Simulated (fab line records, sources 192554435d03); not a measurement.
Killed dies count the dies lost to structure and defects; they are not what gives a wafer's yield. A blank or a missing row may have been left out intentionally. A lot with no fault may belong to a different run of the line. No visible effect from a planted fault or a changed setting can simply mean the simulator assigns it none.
What tool caused it? | flow n5_finfet | 30 wafers from 10 lots sampled at 4 of the route's 1938 steps

## WHAT THE GAUGES SHOWED, per wafer
N5_BEOL_M4_RC_MEAS_101. Usual: DIBL_N 36.5 mV/V, standard deviation 1.9; DIBL_P 36.7 mV/V, standard deviation 2.1; IOFF_N 0.17 nA/um, standard deviation 0.035; IOFF_P 0.22 nA/um, standard deviation 0.042; ION_N 676 uA/um, standard deviation 10; ION_P 462 uA/um, standard deviation 8.1; SS_N 71.5 mV/dec, standard deviation 0.72; SS_P 73.4 mV/dec, standard deviation 0.7; VT_N 249 mV, standard deviation 3.1; VT_P -250 mV, standard deviation 3.9.
lot  | measured     | on        | DIBL_N (mV/V)  | DIBL_P (mV/V)  | IOFF_N (nA/um) | IOFF_P (nA/um) | ION_N (uA/um) | ION_P (uA/um) | SS_N (mV/dec)  | SS_P (mV/dec)  | VT_N (mV)   | VT_P (mV)      | flag
L487 | day 8 12:59  | prober-02 | 38.3 38.4 36.6 | 40.1 40.2 36.9 | 0.21 0.22 0.18 | 0.31 0.31 0.25 | 678 695 681   | 466 481 471   | 72.6 71.9 72.8 | 74.4 74.1 73.3 | 250 245 249 | -246 -244 -246 |
L488 | day 8 13:00  | prober-01 | 35.3 35.1 35.1 | 36.5 36.3 36.6 | 0.14 0.14 0.15 | 0.18 0.17 0.18 | 674 673 679   | 456 456 458   | 71.3 72.2 71.7 | 74.1 72.9 73.7 | 251 249 249 | -257 -256 -257 |
L491 | day 10 03:57 | prober-02 | 37.9 39.7 38.8 | 37.8 40.0 38.7 | 0.16 0.20 0.17 | 0.27 0.30 0.26 | 674 681 670   | 467 472 460   | 72.4 72.3 71.8 | 73.1 74.3 73.7 | 247 249 249 | -245 -244 -246 |
L492 | day 10 04:58 | prober-01 | 36.9 40.6 38.2 | 36.0 39.9 36.8 | 0.17 0.23 0.19 | 0.23 0.30 0.25 | 683 687 678   | 469 467 463   | 70.4 72.6 71.1 | 73.1 74.6 74.0 | 246 245 246 | -247 -242 -246 |
L499 | day 11 15:23 | prober-01 | 37.7 36.5 37.2 | 38.6 38.0 38.5 | 0.19 0.17 0.18 | 0.21 0.19 0.20 | 680 675 683   | 453 456 458   | 72.7 71.8 72.0 | 73.8 73.5 73.6 | 245 249 250 | -252 -254 -252 |
L498 | day 11 18:58 | prober-01 | 38.2 37.7 40.6 | 37.8 37.3 40.3 | 0.21 0.21 0.29 | 0.24 0.22 0.29 | 696 678 693   | 466 458 461   | 72.2 72.4 73.2 | 73.7 73.5 75.0 | 245 247 242 | -250 -251 -248 |
L501 | day 11 23:55 | prober-01 | 34.3 35.2 35.1 | 33.9 35.4 36.1 | 0.13 0.15 0.15 | 0.16 0.18 0.18 | 660 676 672   | 451 456 458   | 70.9 70.2 71.1 | 72.6 73.0 73.4 | 253 250 251 | -254 -254 -254 |
L502 | day 12 05:14 | prober-01 | 36.0 37.1 35.8 | 34.8 35.7 34.6 | 0.15 0.16 0.14 | 0.18 0.19 0.18 | 666 668 657   | 454 456 446   | 72.0 72.6 71.6 | 72.8 72.5 72.5 | 254 249 253 | -252 -254 -252 |
L505 | day 13 10:12 | prober-01 | 34.7 34.3 37.2 | 37.2 35.7 39.5 | 0.13 0.13 0.18 | 0.22 0.21 0.26 | 663 666 687   | 463 461 471   | 71.5 70.9 72.2 | 73.4 73.4 73.7 | 254 254 249 | -249 -249 -247 |
L509 | day 15 12:26 | prober-01 | 35.8 37.7 35.5 | 36.4 38.7 36.3 | 0.18 0.19 0.16 | 0.24 0.26 0.23 | 683 674 682   | 470 460 472   | 71.4 72.8 71.3 | 73.4 73.5 73.2 | 247 246 249 | -247 -248 -247 |

N5_MIM_BOT_LITHO_CD_MEAS_08: the cd target is 3000 nm. Usual: cd_nm 2999.3 nm, standard deviation 1.7.
lot  | measured     | on        | cd_nm (nm)           | flag
L487 | day 13 00:24 | cd_sem-03 | 3000.6 2999.2 2998.6 |
L488 | day 12 17:58 | cd_sem-01 | 2996.5 2999.4 2995.9 |
L491 | day 14 09:46 | cd_sem-02 | 2999.8 3000.5 2998.2 |
L492 | day 14 03:54 | cd_sem-02 | 3001.2 2999.3 2999.5 |
L499 | day 16 01:17 | cd_sem-03 | 2998.9 3000.1        |
L498 | day 15 23:26 | cd_sem-03 | 3000.0 2999.5 3002.4 |
L501 | day 16 01:15 | cd_sem-03 | 2999.1               |
L502 | day 16 07:29 | cd_sem-02 | 2999.3 2998.2 2996.6 |
L505 | day 17 11:39 | cd_sem-03 | 2998.5 3003.8 3000.5 |
L509 | day 19 04:20 | cd_sem-01 | 3000.6 3000.1 2999.3 |

N5_PASSIVATION_CD_MEAS_30: the cd target is 4000 nm. Usual: cd_nm 4000.8 nm, standard deviation 2.1.
lot  | measured     | on        | cd_nm (nm)           | flag
L487 | day 13 06:52 | cd_sem-03 | 3999.1 4001.5 4001.5 |
L488 | day 12 21:19 | cd_sem-01 | 4004.7 4004.2 4003.3 |
L491 | day 14 13:32 | cd_sem-03 | 4000.8 3998.2 4001.4 |
L492 | day 14 08:46 | cd_sem-02 | 4001.8 4001.2 4001.3 |
L499 | day 16 06:57 | cd_sem-03 | 4003.5 4000.7        |
L498 | day 16 03:47 | cd_sem-02 | 4000.8 4000.9 4002.7 |
L501 | day 16 06:32 | cd_sem-03 | 3997.3               |
L502 | day 16 11:47 | cd_sem-01 | 4001.4 3999.5 3999.9 |
L505 | day 17 16:10 | cd_sem-03 | 3998.2 4000.0 4002.6 |
L509 | day 19 11:02 | cd_sem-02 | 3999.6 3999.7 4004.0 |

## TOOL THAT RAN EACH LOT (tool first, then ch and the chambers of the sampled wafers, then the start)
lot  | N5_BEOL_M9_VIA_ETCH_34
L487 | rie_diel-05 ch 0,2, day 10 23:45
L488 | rie_diel-05 ch 0,1, day 10 10:02
L491 | rie_diel-04 ch 0,1,2, day 12 09:30
L492 | rie_diel-04 ch 0,2,3, day 12 04:55
L499 | rie_diel-04 ch 1,3, day 13 20:00
L498 | rie_diel-05 ch 0,1,2, day 13 21:49
L501 | rie_diel-04 ch 1,2, day 13 21:44
L502 | rie_diel-05 ch 0,1,2, day 14 06:47
L505 | rie_diel-03 ch 1,2,3, day 15 11:37
L509 | rie_diel-04 ch 0,1, day 17 01:13
- N5_BEOL_M9_VIA_ETCH_34: etches SiCOH lowk in C4F6/O2, target depth 182.4 nm, time 68.4 s.

## WHAT THE TOOLS THEMSELVES READ (means of the sampled wafers that have a number; where no wafer has one, the mark that the record gives instead)
N5_BEOL_M9_VIA_ETCH_34. Usual: C4F6_flow_sccm 10.00 sccm, standard deviation 0.031; drypump_motor_current_A 5.5 A, standard deviation 0.5; oes_product_au 0.78 a.u., standard deviation 0.086; rf_vpp_V 669 V, standard deviation 10; showerhead_plenum_p_Torr 2.87 Torr, standard deviation 0.1; throttle_valve_pct 20.98 %, standard deviation 0.27.
lot  | tool        | C4F6_flow_sccm (sccm) | drypump_motor_current_A (A) | oes_product_au (a.u.) | rf_vpp_V (V) | showerhead_plenum_p_Torr (Torr) | throttle_valve_pct (%) | flag
L487 | rie_diel-05 | 10.00                 | 5.3                         | 0.88                  | 670          | 3.00                            | 20.91                  |
L488 | rie_diel-05 | 9.98                  | 5.7                         | 0.83                  | 661          | 2.99                            | 20.87                  |
L491 | rie_diel-04 | 9.97                  | 5.1                         | 0.71                  | 667          | 2.82                            | 21.00                  |
L492 | rie_diel-04 | 10.00                 | 5.1                         | 0.72                  | 669          | 2.82                            | 20.88                  |
L499 | rie_diel-04 | 10.01                 | 4.9                         | 0.67                  | 678          | 2.93                            | 21.15                  |
L498 | rie_diel-05 | 10.03                 | 5.5                         | 0.82                  | 668          | 2.99                            | 20.99                  |
L501 | rie_diel-04 | 10.01                 | 5.0                         | 0.60                  | 658          | 2.78                            | 21.08                  |
L502 | rie_diel-05 | 10.02                 | 5.5                         | 0.82                  | 668          | 2.99                            | 20.98                  |
L505 | rie_diel-03 | 10.00                 | 6.2                         | 0.81                  | 665          | 2.84                            | 20.99                  |
L509 | rie_diel-04 | 10.01                 | 5.0                         | 0.69                  | 675          | 2.90                            | 21.20                  |

## THE ANSWER, worked out from the rows above alone
Rule: take the mean of a lot's wafers that have a number; if it is more than 3 standard deviations from the usual mean, the lot is off. A lot without any number at a reading at which 4 lots or more have one is off too. Any other lot the step has rows for is counted as sound. The gauges are gone through in route order, then the tools' own readings, and for those a lot's mean is taken as printed above. At the first step where some lot is off, the reading lying furthest off is the one used; lots without a number count as furthest.
Nothing can be told from this: no lot is off at any reading shown.

## WHAT THE SIMULATOR HAD PUT IN
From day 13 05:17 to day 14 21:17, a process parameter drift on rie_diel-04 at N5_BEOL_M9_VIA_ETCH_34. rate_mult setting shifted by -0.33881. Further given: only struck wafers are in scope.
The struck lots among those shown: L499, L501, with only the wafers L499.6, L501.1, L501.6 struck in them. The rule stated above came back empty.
